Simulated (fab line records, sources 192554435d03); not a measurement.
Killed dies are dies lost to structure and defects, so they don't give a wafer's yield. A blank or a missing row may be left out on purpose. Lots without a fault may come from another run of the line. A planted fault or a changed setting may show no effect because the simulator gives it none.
fab line records | flow n5_finfet | part 2 of 2: steps 4 to 6 of 6
record lots=22 wafers=66 last_day=17
route steps=1938 shown MOL_CONTACT_COAG@607 BEOL_M0_SAQP@634
lots that met no fault: from a run of the same line without faults
start_h: hours from the record's first day to the start of the lot's first wafer shown | wait_h: hours since the lot's step before | " the same as in the row above | L1.1+2: a row that stands for several wafers | - no value, or no start given | * or withheld: withheld | < > ~ a bound
route shown NAME@n: a module of which the file shows steps, and the number in the route of the first | usual: mean/standard deviation of fault-free wafers | same: alike in all rows | chamber/n: place in a boat | sites: the reading at each site | _std_site: their standard deviation | _edge_site: outer sites' mean less inner sites' | radius_mm: how far each site lies from the wafer's centre | mask NAME#n: copy n | behind: the tool/chamber that last shaped the wafer | hold: why the lot was held/for how many hours/how that ended | device: the transistor (n, p or np) that didn't switch | end of line: the same wafers' tests at the end of the route | a step without rows: its recipe alone | killed: dies lost to structure and defects at the first sort, not the wafer's yield | map: a wafer's dies, x killed, . not, _ none there
set.NAME: the setting as run; set.NAME@STEP: as run at that earlier step | model.NAME: the simulator's own value behind a step, which no gauge read
steps of the route over a sample of lots; a table a step, a row a wafer
services: from which hour (start_h, from the record's first day; less than 0 if before it) a tool's chamber was out of use, for how many hours, and why
## steps
# step N5_BEOL_M0_SAQP_HM_DEP_02
# recipe material=TiN target_thk_a=120 temp_c=25 chamber_pressure_pa=0.49996
# usual throttle_valve_pct=30.1/0.41
# columns lot.wafer tool chamber start_h wait_h throttle_valve_pct
L075.1 pvd_sputter-01 - 108.81 0.4 30.1
L075.4 " - " " 30.9
L075.5 " - " " 30.8
L074.1 pvd_sputter-03 - 112.95 1.5 29.8
L074.3 " - " " 29.8
L074.6 " - " " 29.8
L076.2 pvd_sputter-01 - 115.69 1.1 30.8
L076.3 " - " " 30.0
L076.6 " - " " 29.8
L078.1 pvd_sputter-02 - 133.18 0.4 29.9
L078.3 " - " " 30.3
L078.5 " - " " 29.5
L079.1 pvd_sputter-01 - 139.69 1.1 29.8
L079.5 " - " " 30.0
L079.6 " - " " 29.8
L080.1 pvd_sputter-02 - 144.01 1.3 30.8
L080.4 " - " " 30.0
L080.6 " - " " 30.6
L081.4 pvd_sputter-01 - 148.07 2.4 30.0
L081.5 " - " " 30.0
L081.6 " - " " 30.3
L082.2 pvd_sputter-03 - 155.23 0.6 30.1
L082.3 " - " " 30.6
L082.6 " - " " 30.3
L083.1 pvd_sputter-03 - 163.32 0.1 29.7
L083.2 " - " " 30.6
L083.4 " - " " 29.8
L084.1 pvd_sputter-03 - 166.80 0.3 30.2
L084.2 " - " " 29.9
L084.3 " - " " 30.5
L085.2 pvd_sputter-02 - 177.34 0.1 30.6
L085.3 " - " " 30.2
L085.4 " - " " 30.4
L086.2 pvd_sputter-02 - 183.72 2.3 30.1
L086.3 " - " " 29.5
L086.5 " - " " 29.6
L087.2 pvd_sputter-03 - 187.00 2.5 30.3
L087.3 " - " " 29.9
L087.6 " - " " 29.7
L089.3 pvd_sputter-02 - 194.82 0.4 30.8
L089.5 " - " " 29.6
L089.6 " - " " 30.8
L090.2 pvd_sputter-03 - 202.79 0.8 29.9
L090.5 " - " " 30.3
L090.6 " - " " 30.0
L091.2 pvd_sputter-02 - 211.36 1.2 29.7
L091.5 " - " " 30.0
L091.6 " - " " 30.4
L092.1 pvd_sputter-01 - 218.77 0.6 30.2
L092.4 " - " " 31.0
L092.6 " - " " 30.0
L093.3 pvd_sputter-01 - 232.28 1.7 30.6
L093.4 " - " " 29.8
L093.6 " - " " 31.0
L094.1 pvd_sputter-01 - 235.25 1.7 29.4
L094.2 " - " " 30.6
L094.6 " - " " 30.0
L095.1 pvd_sputter-03 - 237.04 0.5 30.1
L095.2 " - " " 30.5
L095.4 " - " " 29.7
L096.2 pvd_sputter-02 - 242.64 0.2 30.7
L096.4 " - " " 29.3
L096.5 " - " " 30.7
L097.1 pvd_sputter-01 - 247.41 1.5 29.6
L097.2 " - " " 29.8
L097.5 " - " " 30.7
# step N5_BEOL_M0_SAQP_PECVD_03
# recipe material=SiCN target_thk_a=120 temp_c=withheld precursor=3MS/NH3 pressure_torr=3 rf_w=202 time_s=21.1
# usual showerhead_plenum_p_Torr=3.667/0.0097 throttle_valve_pct=8.9/0.32
# columns lot.wafer tool chamber start_h wait_h showerhead_plenum_p_Torr throttle_valve_pct
L075.1 pecvd-02 2 108.93 0.1 3.676 9.3
L075.4 " 0 " " 3.678 9.1
L075.5 " 1 " " 3.657 9.0
L074.1 pecvd-01 1 113.07 0.1 3.669 9.3
L074.3 " 2 " " 3.664 8.3
L074.6 " 2 " " 3.668 8.2
L076.2 pecvd-04 1 115.81 0.1 3.658 9.3
L076.3 " 0 " " 3.666 8.9
L076.6 " 0 " " 3.676 9.2
L078.1 pecvd-04 2 133.30 0.1 3.662 8.8
L078.3 " 1 " " 3.658 9.0
L078.5 " 2 " " 3.664 8.4
L079.1 pecvd-02 2 139.82 0.1 3.680 9.1
L079.5 " 1 " " 3.651 8.9
L079.6 " 2 " " 3.678 9.2
L080.1 pecvd-04 0 144.13 0.1 3.672 9.0
L080.4 " 2 " " 3.661 8.8
L080.6 " 0 " " 3.672 8.8
L081.4 pecvd-02 0 148.21 0.1 3.674 8.9
L081.5 " 1 " " 3.661 8.9
L081.6 " 2 " " 3.685 9.0
L082.2 pecvd-04 0 155.35 0.1 3.672 8.8
L082.3 " 2 " " 3.669 8.8
L082.6 " 0 " " 3.676 9.0
L083.1 pecvd-01 1 163.44 0.1 3.664 8.9
L083.2 " 0 " " 3.676 9.0
L083.4 " 1 " " 3.662 9.1
L084.1 pecvd-04 0 166.92 0.1 3.672 9.0
L084.2 " 1 " " 3.649 9.0
L084.3 " 2 " " 3.671 9.0
L085.2 pecvd-01 0 177.46 0.1 3.665 8.8
L085.3 " 2 " " 3.655 7.9
L085.4 " 0 " " 3.659 8.9
L086.2 pecvd-02 0 183.84 0.1 3.674 8.7
L086.3 " 1 " " 3.656 8.8
L086.5 " 0 " " 3.671 9.0
L087.2 pecvd-01 2 187.13 0.1 3.663 8.0
L087.3 " 1 " " 3.647 9.1
L087.6 " 1 " " 3.661 9.0
L089.3 pecvd-02 2 194.94 0.1 3.674 9.2
L089.5 " 0 " " 3.678 9.0
L089.6 " 1 " " 3.654 8.7
L090.2 pecvd-02 2 202.92 0.1 3.683 9.3
L090.5 " 2 " " 3.676 9.4
L090.6 " 1 " " 3.657 9.0
L091.2 pecvd-01 0 211.48 0.1 3.663 9.0
L091.5 " 2 " " 3.658 8.1
L091.6 " 1 " " 3.657 9.2
L092.1 pecvd-02 1 218.89 0.1 3.647 9.0
L092.4 " 1 " " 3.662 8.7
L092.6 " 0 " " 3.674 8.8
L093.3 pecvd-02 0 232.40 0.1 3.675 8.8
L093.4 " 1 " " 3.662 8.7
L093.6 " 0 " " 3.681 8.9
L094.1 pecvd-04 1 235.37 0.1 3.657 9.3
L094.2 " 2 " " 3.667 8.2
L094.6 " 0 " " 3.668 8.9
L095.1 pecvd-04 0 237.16 0.1 3.676 9.1
L095.2 " 2 " " 3.667 8.3
L095.4 " 0 " " 3.671 8.9
L096.2 pecvd-02 0 242.76 0.1 3.677 9.0
L096.4 " 0 " " 3.678 9.3
L096.5 " 2 " " 3.671 9.4
L097.1 pecvd-02 1 247.53 0.1 3.658 8.7
L097.2 " 0 " " 3.673 9.0
L097.5 " 2 " " 3.686 9.2
# step N5_BEOL_M0_SAQP_CD_MEAS_14
# recipe target_cd_nm=42.5 landing_energy_ev=500 detector=se_inlens
# usual cd_nm=42.6/0.32
# columns lot.wafer tool chamber start_h wait_h cd_nm
L075.1 cd_sem-02 0 109.65 - 42.3
L075.4 " 0 " " 42.7
L075.5 " 0 " " 43.0
L074.1 cd_sem-01 0 113.78 - 42.7
L074.3 " 0 " " 42.7
L074.6 " 0 " " 42.3
L076.2 cd_sem-01 0 116.50 - 43.2
L076.3 " 0 " " 43.1
L076.6 " 0 " " 43.0
L078.1 cd_sem-01 0 133.87 - 42.8
L078.3 " 0 " " 43.0
L078.5 " 0 " " 42.6
L079.1 cd_sem-03 0 140.51 - 42.1
L079.5 " 0 " " 41.7
L079.6 " 0 " " 42.3
L080.1 cd_sem-01 0 144.70 - 42.1
L080.4 " 0 " " 42.7
L080.6 " 0 " " 42.4
L081.4 cd_sem-01 0 148.89 - 42.3
L081.5 " 0 " " 42.8
L081.6 " 0 " " 42.5
L082.2 cd_sem-02 0 155.92 - 42.4
L082.3 " 0 " " 42.7
L082.6 " 0 " " 42.3
L083.1 cd_sem-01 0 164.14 - 42.3
L083.2 " 0 " " 42.7
L083.4 " 0 " " 42.4
L084.1 cd_sem-02 0 167.62 - 41.8
L084.2 " 0 " " 42.1
L084.3 " 0 " " 42.3
L085.2 cd_sem-02 0 178.16 - 42.2
L085.3 " 0 " " 42.3
L085.4 " 0 " " 42.1
L086.2 cd_sem-02 0 184.46 - 42.0
L086.3 " 0 " " 42.6
L086.5 " 0 " " 42.3
L087.2 cd_sem-01 0 187.83 - 43.0
L087.3 " 0 " " 43.2
L087.6 " 0 " " 42.9
L089.3 cd_sem-02 0 195.63 - 42.2
L089.5 " 0 " " 42.3
L089.6 " 0 " " 42.2
L090.2 cd_sem-03 0 203.62 - 42.6
L090.5 " 0 " " 42.0
L090.6 " 0 " " 42.5
L091.2 cd_sem-03 0 212.18 - 43.2
L091.5 " 0 " " 42.7
L091.6 " 0 " " 42.8
L092.1 cd_sem-01 0 219.46 - 42.5
L092.4 " 0 " " 42.4
L092.6 " 0 " " 42.6
L093.3 cd_sem-02 0 232.97 - 43.2
L093.4 " 0 " " 42.9
L093.6 " 0 " " 43.1
L094.1 cd_sem-03 0 235.95 - 42.3
L094.2 " 0 " " 42.4
L094.6 " 0 " " 42.3
L095.1 cd_sem-01 0 237.72 - 42.8
L095.2 " 0 " " 42.9
L095.4 " 0 " " 43.0
L096.2 cd_sem-03 0 243.45 - 43.2
L096.4 " 0 " " 42.9
L096.5 " 0 " " 42.6
L097.1 cd_sem-02 0 248.23 - 42.7
L097.2 " 0 " " 42.6
L097.5 " 0 " " 42.7
## services
# columns tool chamber start_h hours kind
pvd_sputter-03 - 80.42 8.4 repair
rie_diel-02 1 85.19 - clean
rie_diel-02 1 85.19 - consumable_replace:focus_ring
rie_diel-02 1 85.19 23.3 scheduled_down
rie_diel-02 1 85.19 23.3 vent_cycle
rie_diel-06 1 107.30 - clean
rie_diel-06 1 107.30 - consumable_replace:focus_ring
rie_diel-06 1 107.30 20.1 scheduled_down
rie_diel-06 1 107.30 20.1 vent_cycle
rie_diel-04 1 107.47 3.4 repair
pvd_sputter-03 - 118.23 5.8 repair
pecvd-01 - 130.28 0.3 repair
rie_diel-06 - 153.59 1.2 repair
rie_diel-02 0 162.16 - clean
pvd_sputter-01 - 164.86 1.5 repair
rie_diel-06 1 175.24 16.7 repair
pvd_sputter-02 - 187.05 3.7 repair
rie_diel-02 3 196.56 2.4 repair
rie_diel-02 - 217.41 0.9 repair
rie_diel-02 - 221.67 28.1 pm
rie_diel-06 3 240.20 - clean
rie_diel-06 3 240.20 - consumable_replace:focus_ring
rie_diel-06 3 240.20 19.6 scheduled_down
rie_diel-06 3 240.20 19.6 vent_cycle
